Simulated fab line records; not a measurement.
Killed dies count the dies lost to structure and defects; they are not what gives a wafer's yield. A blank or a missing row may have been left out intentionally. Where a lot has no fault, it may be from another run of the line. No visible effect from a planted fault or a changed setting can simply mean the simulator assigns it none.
Code-filled problem report in 8D (eight disciplines) form | flow nand harc | the parts of the form that need people (team, actions taken, sign-off) are left out

## 1. PROBLEM STATEMENT
Wafers without a fault read 30, standard deviation 10; killed at array at NHARC_END_SORT_01 reads a mean of 674 on 6 wafers belonging to 2 lots. That is +64 standard deviations from the usual mean.
First seen on wafer L213.1, day 21 01:56, on prober-02. The record has a number at this step for 12 wafers belonging to 4 lots. Rule for "out" (also "out of limits"): further than 4 standard deviations from the usual mean. The rest of the wafers with a number are treated as sound.

## 2. WHAT IT IS; WHAT IT IS NOT
question                    | is                           | is not
which readings at this step | killed at array, killed dies | killed at other, killed at periphery, killed open, killed short
which lots                  | L213, L214                   | L212, L216
which wafers of those lots  | all that have a number       | -
read on which gauges        | prober-02                    | prober-01
when                        | from day 21 01:56            | up to then (0 sound wafers); but 6 sound wafers of L212, L216 came after

## 3. SUSPECTS, AND WHAT RULES EACH OUT
Counting: any tool at a process step up to the reading is kept as a suspect provided that every lot that is out went through it and no sound lot did after the first of them.
- the gauge at NHARC_END_SORT_01: kept. All the wafers that are out were read on prober-02, and no step on other tools shows them out.
- har cap etch-03 at NHARC_A_CONTACT_ETCH_134 (etches the open film in C4F8/O2/Ar, time 140 s, target depth 700 nm): kept. It ran every lot that is out, first L213 (day 19 00:34), and no sound lot after that.
- har cap etch-03 at NHARC_A_CONTACT_ETCH_137 (etches the open film in C4F8/O2/Ar, time 132 s, target depth 1287 nm): kept. It ran every lot that is out, first L213 (day 19 00:59), and no sound lot after that.
- har cap etch-03 at NHARC_A_CONTACT_ETCH_139 (etches the open film in C4F8/O2/Ar, time 137 s, target depth 590 nm): kept. It ran every lot that is out, first L213 (day 19 01:15), and no sound lot after that.
- ald metal-01 at NHARC_A_CONTACT_ALD_18 (deposits TiN, target thk 3 nm, pulse time 1 s, ald cycles 150): kept. It ran every lot that is out, first L213 (day 19 02:51), and no sound lot after that; its last sound lot up to then is L212 (day 18 23:49).
Left after counting: har cap etch-03 at NHARC_A_CONTACT_ETCH_134, har cap etch-03 at NHARC_A_CONTACT_ETCH_137, har cap etch-03 at NHARC_A_CONTACT_ETCH_139, ald metal-01 at NHARC_A_CONTACT_ALD_18, prober-02 at NHARC_END_SORT_01.

## 4. THE CAUSE (what the simulator had put in)
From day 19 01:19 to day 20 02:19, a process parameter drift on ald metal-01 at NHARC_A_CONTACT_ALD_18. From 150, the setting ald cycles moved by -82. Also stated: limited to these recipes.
After counting, 5 suspects remain, this tool included.

## 5. THE CHAIN OF EFFECTS, in route order
Each row: a reading whose mean over the struck wafers that have a number lies more than 3 standard deviations from the usual. Readings are gone through only where the record gives a usual standard deviation; hours: the median, over the lots, of the time from a lot's start at the first step in this table giving one to that lot's start at this step; sigmas: the change measured in usual standard deviations.
hours | step              | reading         | usual | on struck wafers | change | sigmas
0     | NHARC_END_SORT_01 | killed at array | 30    | 674              | +644   | +64
0     | NHARC_END_SORT_01 | killed dies     | 34    | 677              | +643   | +58

## 6. WHAT WOULD HAVE CAUGHT IT SOONER
49 hours passed between the start of the fault at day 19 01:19 and the first reading out of limits at a measuring or inspecting step in this record, taken at day 21 01:56.
Tool readings at NHARC_A_CONTACT_ALD_18 with a usual standard deviation given in the record: none out on any struck wafer, hence no alarm at a limit of 4 standard deviations on them.
Each of the lots that are out, 2 in all, had begun NHARC_A_CONTACT_ALD_18 on ald metal-01 no later than day 21 01:56. Holding the tool at that point would not have protected any of them.
